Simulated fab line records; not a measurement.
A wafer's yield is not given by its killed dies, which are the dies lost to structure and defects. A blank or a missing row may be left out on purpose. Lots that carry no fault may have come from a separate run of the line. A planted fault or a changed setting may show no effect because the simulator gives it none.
Matching of chambers || flow n5Finfet || N5_BEOL_M5_ALD_86 on aldMetal-01 has 4 sister chambers
The step deposits TaN, pulse time 2 s, purge time 3 s, co reactant purge time 2 s. 8 wafers are shown with their chamber, then 12 later ones without.

WAFERS PAIRED WITH THEIR CHAMBERS
{"wafer": "L082.1", "chamber": 0, "heaterPowerW (W)": 381, "precursorVesselTempC (C)": 75.21}
{"wafer": "L084.3", "chamber": 3, "heaterPowerW (W)": 402, "precursorVesselTempC (C)": 74.88}
{"wafer": "L087.6", "chamber": 0, "heaterPowerW (W)": 383, "precursorVesselTempC (C)": 75.11}
{"wafer": "L085.3", "chamber": 2, "heaterPowerW (W)": 414, "precursorVesselTempC (C)": 75.06}
{"wafer": "L085.4", "chamber": 3, "heaterPowerW (W)": 410, "precursorVesselTempC (C)": 75.03}
{"wafer": "L086.2", "chamber": 1, "heaterPowerW (W)": 407, "precursorVesselTempC (C)": 74.79}
{"wafer": "L086.4", "chamber": 2, "heaterPowerW (W)": 419, "precursorVesselTempC (C)": 74.86}
{"wafer": "L086.6", "chamber": 1, "heaterPowerW (W)": 410, "precursorVesselTempC (C)": 75.16}

WAFERS WITHOUT THEIR CHAMBER
{"wafer": "L089.3", "heaterPowerW (W)": 409, "precursorVesselTempC (C)": 75.19}
{"wafer": "L089.4", "heaterPowerW (W)": 409, "precursorVesselTempC (C)": 74.99}
{"wafer": "L089.6", "heaterPowerW (W)": 409, "precursorVesselTempC (C)": 75.10}
{"wafer": "L091.1", "heaterPowerW (W)": 412, "precursorVesselTempC (C)": 75.12}
{"wafer": "L091.2", "heaterPowerW (W)": 391, "precursorVesselTempC (C)": 74.87}
{"wafer": "L091.6", "heaterPowerW (W)": 409, "precursorVesselTempC (C)": 74.92}
{"wafer": "L090.2", "heaterPowerW (W)": 401, "precursorVesselTempC (C)": 75.02}
{"wafer": "L090.4", "heaterPowerW (W)": 400, "precursorVesselTempC (C)": 75.06}
{"wafer": "L090.5", "heaterPowerW (W)": 409, "precursorVesselTempC (C)": 75.23}
{"wafer": "L097.1", "heaterPowerW (W)": 427, "precursorVesselTempC (C)": 74.81}
{"wafer": "L097.4", "heaterPowerW (W)": 402, "precursorVesselTempC (C)": 74.99}
{"wafer": "L097.5", "heaterPowerW (W)": 416, "precursorVesselTempC (C)": 74.64}

CHAMBER TAKEN BY EACH
{"wafer": "L089.3", "from the rows above": "can't be placed: 1 or 3 or 2", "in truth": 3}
{"wafer": "L089.4", "from the rows above": "can't be placed: 1 or 3 or 2", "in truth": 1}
{"wafer": "L089.6", "from the rows above": "can't be placed: 1 or 3 or 2", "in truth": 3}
{"wafer": "L091.1", "from the rows above": "can't be placed: 1 or 2 or 3", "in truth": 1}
{"wafer": "L091.2", "from the rows above": "can't be placed: 0 or 3 or 1", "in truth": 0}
{"wafer": "L091.6", "from the rows above": "can't be placed: 1 or 3 or 2", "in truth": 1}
{"wafer": "L090.2", "from the rows above": "can't be placed: 3 or 1", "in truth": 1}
{"wafer": "L090.4", "from the rows above": "can't be placed: 3 or 1", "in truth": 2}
{"wafer": "L090.5", "from the rows above": "can't be placed: 1 or 3 or 2", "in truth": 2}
{"wafer": "L097.1", "from the rows above": 2, "in truth": 2}
{"wafer": "L097.4", "from the rows above": "can't be placed: 3 or 1", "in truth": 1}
{"wafer": "L097.5", "from the rows above": "can't be placed: 2 or 1 or 3", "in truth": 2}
1 of 12 placed correctly. Not placeable from these rows: 11 (in 10, the candidates include the true chamber). 0 placed wrongly.
How it was worked out, from the rows above alone: a wafer's distance from a chamber is the root of the sum, over the readings, of the square of ((its reading less the chamber's mean) divided by the reading's scatter). If the next closest chamber is less than 2 further off than the closest, the wafer can't be placed; otherwise it belongs to the closest. For every chamber, the mean is computed from those of its wafers that are shown. The scatter: the root of (the sum of the squares of (reading less its chamber's mean) over the shown wafers, divided by (wafers less chambers)).
